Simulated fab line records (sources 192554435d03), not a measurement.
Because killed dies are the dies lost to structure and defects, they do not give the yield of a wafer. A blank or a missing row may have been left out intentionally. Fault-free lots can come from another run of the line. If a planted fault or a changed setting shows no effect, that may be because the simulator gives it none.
fab line records	flow n5-finfet	part 2 of 2: steps 4 to 6 of 6
[record] lots = 22	wafers = 66	last-day = 18
route steps=1938 shown PMOS_HMC_CHANNEL_EPI@71 FIN_SAQP@134 FIN_CUT@174 STI_FIN_REVEAL@188
lots that met no fault: from a run of the same line without faults
start-h: the number of hours between the record's first day and the start of the first shown wafer of the lot	wait-h: time in hours since the lot's previous step	" the same as in the row above	L1.1+2: several wafers, shown together as one row	- value missing, or start not given	* or withheld: withheld	< > ~ a bound
route shown NAME@n: names a module that has steps shown in the file, with the first one's number in the route	usual: average and standard deviation across the fault-free wafers	same: alike in all rows	chamber/n: place in a boat	sites: each site's reading	_std_site: standard deviation across them	_edge_site: the outer-site mean with the inner-site mean subtracted	radius-mm: how far each site lies from the wafer's centre	mask NAME#n: copy n	behind: the tool/chamber that last shaped the wafer	hold: why the lot was held/for how many hours/how that ended	device: names the non-switching transistor (n, p or np)	end of line: the tests these same wafers got at the end of their route	a step without rows: its recipe alone	killed: dies that structure and defects cost at the first sort, which is not the same as the wafer's yield	map: shows each die of a wafer: x if killed, . if not, _ if none is there
set.NAME: the setting that was run; set.NAME@STEP: the one run at that earlier step	model.NAME: the simulator's own value behind a step, which no gauge read
steps of the route over a sample of lots; a table a step, a row a wafer
services: from which hour (start-h, from the record's first day; less than 0 if before it) a tool's chamber was out of use, for how many hours, and why
[[steps]]
[step N5_FIN_SAQP_HM_OPEN_33]
[recipe] chemistry = CH3F/O2	target = SiNx	mask-material = SiO2	target-depth-a = 494	time-s = 70.6	pressure-mtorr = 30	source-w = 395	bias-w = 73	Ar_flow_sccm = 150	CH3F_flow_sccm = 30	O2_flow_sccm = 20	ion-energy-ev = 120	ends = cleared
[usual] drypump-motor-current-A = 5.6/0.39	etch-rf-on-time-s = 69.3/1.2	oes-product-au = 0.68/0.076	rf-vpp-V = 296.0/2	showerhead-plenum-p-Torr = 1.99/0.06	throttle-valve-pct = 16.34/0.28
lot.wafer	tool	chamber	start-h	wait-h	drypump-motor-current-A	etch-rf-on-time-s	oes-product-au	rf-hours-counter-h	rf-vpp-V	showerhead-plenum-p-Torr	throttle-valve-pct
L074.1	rie-diel-01	1	27.58	0.0	5.6	69.5	0.63	175	297.2	2.00	16.43
L074.4	"	1	"	"	5.6	69.8	0.63	-	297.2	2.00	16.44
L074.5	"	2	"	"	5.3	69.8	0.71	-	294.1	1.94	16.03
L075.2	rie-diel-06	2	32.45	0.0	5.8	70.6	0.63	163	294.8	2.00	16.47
L075.4	"	2	"	"	5.8	70.9	0.64	-	294.0	2.00	16.46
L075.6	"	0	"	"	4.8	69.1	0.81	-	297.8	2.13	16.35
L077.1	rie-diel-05	0	44.55	0.1	5.5	70.3	0.58	245	297.2	1.97	16.44
L077.2	"	3	"	"	4.9	70.4	0.60	240	297.2	1.89	16.60
L077.5	"	2	"	"	5.6	67.8	0.83	-	293.9	1.96	16.40
L078.2	rie-diel-01	0	51.78	0.0	6.2	68.9	0.61	182	293.5	2.00	16.70
L078.4	"	3	"	"	5.4	70.6	0.74	-	299.0	1.95	15.90
L078.6	"	0	"	"	6.2	70.4	0.62	-	293.4	2.00	16.71
L079.3	rie-diel-05	2	55.83	0.0	5.7	65.4	0.82	16	294.5	1.96	16.42
L079.4	"	2	"	"	5.7	67.7	0.82	-	294.0	1.96	16.41
L079.6	"	1	"	"	6.1	68.4	0.59	-	296.2	2.05	16.40
L081.2	rie-diel-01	1	69.67	0.4	5.7	68.8	0.62	187	296.0	1.99	16.45
L081.3	"	3	"	"	5.3	69.1	0.73	60	298.0	1.95	15.91
L081.4	"	2	"	"	5.3	69.3	0.70	78	294.6	1.94	16.04
L082.2	rie-diel-01	1	74.93	0.0	5.7	69.3	0.61	188	295.6	1.99	16.44
L082.4	"	0	"	"	6.2	70.6	0.62	190	293.3	2.00	16.71
L082.6	"	1	"	"	5.6	70.0	0.61	-	296.5	1.99	16.45
L083.1	rie-diel-01	3	80.53	0.2	5.4	68.3	0.72	64	298.3	1.95	15.92
L083.2	"	0	"	"	6.2	70.3	0.62	192	295.6	2.00	16.74
L083.3	"	2	"	"	5.3	68.1	0.70	81	294.1	1.93	16.06
L084.2	rie-diel-05	1	88.27	0.0	6.1	67.0	0.58	249	296.4	2.05	16.45
L084.4	"	2	"	"	5.7	66.9	0.79	-	294.5	1.95	16.45
L084.5	"	0	"	"	5.5	69.3	0.80	-	296.9	1.96	15.99
L085.1	rie-diel-05	2	93.51	0.1	5.6	68.4	0.78	33	295.1	1.95	16.44
L085.3	"	1	"	"	6.1	67.4	0.56	251	297.2	2.05	16.44
L085.5	"	0	"	"	5.5	69.7	0.79	-	297.4	1.96	15.99
L086.2	rie-diel-06	1	100.85	0.0	6.2	68.2	0.78	16	294.0	2.14	16.35
L086.3	"	2	"	"	5.8	70.6	0.62	189	294.9	1.99	16.52
L086.6	"	1	"	"	6.2	69.7	0.78	-	293.0	2.14	16.34
L087.1	rie-diel-01	1	104.00	0.0	5.6	69.0	0.61	198	296.4	1.99	16.47
L087.3	"	0	"	"	6.2	70.4	0.60	200	294.2	1.99	16.73
L087.6	"	2	"	"	5.3	69.3	0.68	-	294.2	1.93	16.07
L088.1	rie-diel-06	3	110.26	0.0	5.7	69.0	0.60	213	297.9	2.07	16.75
L088.4	"	0	"	"	4.8	69.4	0.75	42	299.0	2.12	16.42
L088.6	"	0	"	"	4.8	69.0	0.75	-	298.2	2.12	16.42
L089.1	rie-diel-01	0	116.51	0.1	6.2	68.1	0.61	204	295.3	1.99	16.76
L089.5	"	2	"	"	5.3	69.2	0.68	-	293.8	1.93	16.09
L089.6	"	3	"	"	5.3	70.5	0.71	-	297.4	1.94	15.94
L090.1	rie-diel-01	3	121.95	0.1	5.4	69.8	0.71	77	299.2	1.94	15.95
L090.3	"	1	"	"	5.7	70.2	0.60	205	295.3	1.99	16.49
L090.4	"	2	"	"	5.3	70.4	0.68	96	294.0	1.93	16.10
L091.2	rie-diel-01	2	127.70	0.0	5.2	69.0	0.68	98	293.7	1.93	16.09
L091.5	"	1	"	"	5.6	72.1	0.60	-	295.9	1.99	16.48
L091.6	"	2	"	"	5.2	69.4	0.69	-	294.9	1.93	16.09
L092.1	rie-diel-01	3	134.81	0.0	5.4	68.1	0.71	82	298.1	1.94	15.96
L092.2	"	2	"	"	5.3	67.4	0.68	101	293.4	1.93	16.08
L092.4	"	0	"	"	6.2	69.9	0.60	211	294.2	1.99	16.75
L093.1	rie-diel-05	0	141.37	0.2	5.5	68.7	0.76	26	297.4	1.96	16.03
L093.3	"	2	"	"	5.6	66.3	0.75	54	293.1	1.95	16.47
L093.4	"	3	"	"	5.0	68.5	0.78	14	302.5	2.13	16.15
L094.1	rie-diel-01	0	146.38	0.1	6.2	68.9	0.60	214	293.3	1.99	16.77
L094.5	"	1	"	"	5.6	69.8	0.60	-	294.6	1.98	16.51
L094.6	"	0	"	"	6.2	70.7	0.60	-	293.6	1.99	16.78
L095.3	rie-diel-01	2	152.80	0.0	5.3	69.0	0.67	107	295.0	1.93	16.09
L095.4	"	0	"	"	6.2	71.2	0.60	217	293.4	1.99	16.78
L095.6	"	1	"	"	5.7	70.6	0.60	-	296.9	1.98	16.53
L096.1	rie-diel-05	3	160.97	0.1	5.0	67.0	0.77	21	301.1	2.13	16.15
L096.4	"	2	"	"	5.6	68.2	0.75	61	295.0	1.94	16.51
L096.5	"	3	"	"	5.0	68.6	0.77	-	301.9	2.13	16.18
L097.1	rie-diel-01	3	167.30	0.0	5.4	69.1	0.69	92	297.9	1.94	15.98
L097.3	"	1	"	"	5.7	69.6	0.59	221	296.6	1.98	16.52
L097.5	"	2	"	"	5.2	69.9	0.67	-	294.9	1.92	16.12
[step N5_FIN_CUT_CUT_ETCH_27]
[recipe] chemistry = CHF3/O2	target = SiO2	target-depth-a = 40	mask-material = SOC	overetch-a = 20	time-s = 4.9	pressure-mtorr = 30	source-w = 650	bias-w = 170	Ar_flow_sccm = 200	CHF3_flow_sccm = 50	O2_flow_sccm = 5	ion-energy-ev = 200
[usual] drypump-motor-current-A = 5.8/0.48	oes-product-au = 0.59/0.035	rf-vpp-V = 523/5.3	showerhead-plenum-p-Torr = 2.40/0.075	throttle-valve-pct = 18.84/0.19
[same] time-s = 4.9
lot.wafer	tool	chamber	start-h	wait-h	drypump-motor-current-A	oes-product-au	rf-hours-counter-h	rf-vpp-V	showerhead-plenum-p-Torr	throttle-valve-pct
L074.1	rie-diel-02	2	29.03	0.0	5.1	0.55	218	520	2.38	18.64
L074.4	"	0	"	"	5.7	0.63	97	521	2.44	18.99
L074.5	"	3	"	"	6.3	0.57	-	530	2.48	18.63
L075.2	rie-diel-04	2	33.89	0.0	5.7	0.56	204	521	2.39	19.01
L075.4	"	0	"	"	5.6	0.58	160	524	2.40	19.08
L075.6	"	1	"	"	6.1	0.63	-	533	2.52	18.66
L077.1	rie-diel-03	2	46.01	0.0	6.2	0.61	126	520	2.33	18.76
L077.2	"	3	"	"	6.2	0.67	66	513	2.35	18.74
L077.5	"	1	"	"	4.7	0.54	-	526	2.49	18.91
L078.2	rie-diel-03	0	53.33	0.0	6.1	0.61	139	521	2.32	18.91
L078.4	"	1	"	"	4.7	0.54	217	528	2.49	18.92
L078.6	"	3	"	"	6.2	0.66	-	513	2.35	18.75
L079.3	rie-diel-02	0	57.40	0.0	5.7	0.61	106	521	2.44	19.01
L079.4	"	1	"	"	5.7	0.63	102	516	2.24	18.32
L079.6	"	3	"	"	6.2	0.57	-	528	2.48	18.64
L081.2	rie-diel-03	2	71.23	0.0	6.2	0.60	134	520	2.33	18.76
L081.3	"	0	"	"	6.1	0.61	145	525	2.32	18.92
L081.4	"	3	"	"	6.2	0.66	74	513	2.34	18.76
L082.2	rie-diel-04	2	76.43	0.0	5.7	0.55	218	520	2.39	19.04
L082.4	"	1	"	"	6.1	0.62	129	534	2.52	18.68
L082.6	"	1	"	"	6.1	0.62	-	531	2.52	18.67
L083.1	rie-diel-03	2	81.98	0.0	6.2	0.59	137	521	2.32	18.76
L083.2	"	1	"	"	4.7	0.54	224	528	2.48	18.93
L083.3	"	3	"	"	6.2	0.66	78	513	2.34	18.77
L084.2	rie-diel-03	1	89.90	0.0	4.7	0.54	227	527	2.48	18.92
L084.4	"	2	"	"	6.2	0.60	140	521	2.32	18.78
L084.5	"	2	"	"	6.2	0.60	-	520	2.32	18.79
L085.1	rie-diel-03	0	94.96	0.0	6.1	0.62	152	525	2.32	18.94
L085.3	"	1	"	"	4.7	0.53	228	526	2.48	18.94
L085.5	"	2	"	"	6.2	0.60	-	520	2.32	18.76
L086.2	rie-diel-04	1	102.32	0.0	6.1	0.61	135	534	2.51	18.69
L086.3	"	0	"	"	5.6	0.56	180	524	2.40	19.11
L086.6	"	2	"	"	5.7	0.55	-	520	2.39	19.04
L087.1	rie-diel-03	0	105.89	0.0	6.1	0.61	156	524	2.31	18.93
L087.3	"	2	"	"	6.2	0.59	145	518	2.32	18.78
L087.6	"	0	"	"	6.0	0.61	-	526	2.31	18.95
L088.1	rie-diel-02	2	111.70	0.0	5.1	0.53	241	520	2.37	18.67
L088.4	"	3	"	"	6.3	0.55	236	530	2.47	18.67
L088.6	"	0	"	"	5.7	0.60	-	519	2.43	19.01
L089.1	rie-diel-02	2	117.98	0.0	5.1	0.54	242	521	2.37	18.69
L089.5	"	1	"	"	5.7	0.62	-	516	2.24	18.36
L089.6	"	2	"	"	5.2	0.54	-	519	2.37	18.69
L090.1	rie-diel-02	0	123.55	0.0	5.7	0.60	125	521	2.43	19.05
L090.3	"	2	"	"	5.1	0.54	244	520	2.37	18.68
L090.4	"	3	"	"	6.3	0.56	239	527	2.47	18.66
L091.2	rie-diel-04	2	129.21	0.0	5.7	0.54	233	519	2.38	19.05
L091.5	"	2	"	"	5.7	0.54	-	518	2.38	19.07
L091.6	"	1	"	"	6.1	0.61	-	532	2.51	18.71
L092.1	rie-diel-03	0	136.25	0.0	6.1	0.61	165	524	2.31	18.96
L092.2	"	3	"	"	6.2	0.64	92	513	2.34	18.78
L092.4	"	2	"	"	6.2	0.59	152	520	2.32	18.80
L093.1	rie-diel-02	3	142.93	0.0	6.3	0.55	247	528	2.47	18.65
L093.3	"	0	"	"	5.7	0.60	132	520	2.43	19.04
L093.4	"	0	"	"	5.7	0.60	-	520	2.43	19.06
L094.1	rie-diel-03	2	147.95	0.0	6.2	0.59	156	520	2.32	18.79
L094.5	"	2	"	"	6.2	0.59	-	519	2.32	18.78
L094.6	"	1	"	"	4.7	0.53	-	526	2.47	18.97
L095.3	rie-diel-04	2	154.24	0.0	5.7	0.54	240	520	2.38	19.08
L095.4	"	0	"	"	5.6	0.57	193	524	2.39	19.13
L095.6	"	1	"	"	6.1	0.61	-	532	2.51	18.69
L096.1	rie-diel-04	2	162.54	0.0	5.7	0.54	243	520	2.38	19.07
L096.4	"	1	"	"	6.1	0.60	152	532	2.51	18.73
L096.5	"	1	"	"	6.1	0.61	-	531	2.51	18.73
L097.1	rie-diel-04	3	168.75	0.0	5.8	0.58	209	520	2.38	19.00
L097.3	"	1	"	"	6.1	0.60	154	533	2.51	18.73
L097.5	"	0	"	"	5.6	0.56	-	525	2.39	19.13
[step N5_STI_FIN_REVEAL_THK_MEAS_05]
[usual] thk-nm = 132.2/0.92
lot.wafer	tool	chamber	start-h	wait-h	thk-nm
L074.1	film-metro-01	-	34.97	-	131.6
L074.4	"	-	"	"	131.4
L074.5	"	-	"	"	130.9
L075.2	film-metro-01	-	41.07	-	132.0
L075.4	"	-	"	"	132.7
L075.6	"	-	"	"	131.9
L077.1	film-metro-01	-	52.09	-	131.8
L077.2	"	-	"	"	130.7
L077.5	"	-	"	"	131.6
L078.2	film-metro-01	-	59.18	-	132.4
L078.4	"	-	"	"	131.5
L078.6	"	-	"	"	132.3
L079.3	film-metro-01	-	63.25	-	131.2
L079.4	"	-	"	"	131.9
L079.6	"	-	"	"	132.6
L081.2	film-metro-02	-	77.09	-	132.7
L081.3	"	-	"	"	132.3
L081.4	"	-	"	"	131.7
L082.2	film-metro-01	-	83.05	-	130.9
L082.4	"	-	"	"	132.3
L082.6	"	-	"	"	131.2
L083.1	film-metro-02	-	87.83	-	131.0
L083.2	"	-	"	"	130.8
L083.3	"	-	"	"	130.5
L084.2	film-metro-02	-	97.69	-	131.4
L084.4	"	-	"	"	131.6
L084.5	"	-	"	"	131.7
L085.1	film-metro-02	-	103.10	-	133.7
L085.3	"	-	"	"	133.5
L085.5	"	-	"	"	131.4
L086.2	film-metro-01	-	108.19	-	132.5
L086.3	"	-	"	"	132.6
L086.6	"	-	"	"	132.8
L087.1	film-metro-02	-	111.77	-	133.1
L087.3	"	-	"	"	132.9
L087.6	"	-	"	"	133.4
L088.1	film-metro-01	-	117.57	-	133.2
L088.4	"	-	"	"	131.8
L088.6	"	-	"	"	133.2
L089.1	film-metro-02	-	123.83	-	132.6
L089.5	"	-	"	"	132.0
L089.6	"	-	"	"	133.4
L090.1	film-metro-01	-	129.54	-	132.8
L090.3	"	-	"	"	132.6
L090.4	"	-	"	"	133.0
L091.2	film-metro-02	-	135.49	-	132.9
L091.5	"	-	"	"	132.1
L091.6	"	-	"	"	131.9
L092.1	film-metro-02	-	142.11	-	132.8
L092.2	"	-	"	"	132.6
L092.4	"	-	"	"	132.1
L093.1	film-metro-02	-	149.83	-	132.8
L093.3	"	-	"	"	132.3
L093.4	"	-	"	"	133.2
L094.1	film-metro-02	-	153.89	-	130.7
L094.5	"	-	"	"	131.3
L094.6	"	-	"	"	130.3
L095.3	film-metro-01	-	160.64	-	131.9
L095.4	"	-	"	"	134.2
L095.6	"	-	"	"	133.5
L096.1	film-metro-02	-	169.42	-	133.3
L096.4	"	-	"	"	132.0
L096.5	"	-	"	"	132.8
L097.1	film-metro-01	-	174.60	-	132.3
L097.3	"	-	"	"	131.3
L097.5	"	-	"	"	132.2
[[services]]
tool	chamber	start-h	hours	kind
rie-diel-06	0	-1.10	3.5	repair
rie-diel-05	0	14.11	2.5	repair
rie-diel-03	-	22.85	0.8	repair
rie-diel-01	3	24.28	5.8	repair
rie-diel-01	2	35.08	11.1	repair
rie-diel-01	1	43.00	9.0	repair
rie-diel-01	-	44.60	4.5	repair
rie-diel-05	0	54.38	-	clean
rie-diel-05	0	54.38	-	consumable-replace:focus-ring
rie-diel-05	0	54.38	18.2	scheduled-down
rie-diel-05	0	54.38	18.2	vent-cycle
rie-diel-03	1	63.21	7.4	repair
rie-diel-05	3	77.97	4.6	repair
rie-diel-05	3	82.67	-	clean
rie-diel-05	3	82.67	-	consumable-replace:focus-ring
rie-diel-05	3	82.67	-	consumable-replace:showerhead
rie-diel-05	3	82.67	23.6	scheduled-down
rie-diel-05	3	82.67	23.6	vent-cycle
rie-diel-05	1	106.24	-	clean
rie-diel-05	1	106.24	-	consumable-replace:focus-ring
rie-diel-05	1	106.24	21.1	scheduled-down
rie-diel-05	1	106.24	21.1	vent-cycle
rie-diel-02	1	128.59	14.5	repair
rie-diel-06	0	149.96	9.6	repair
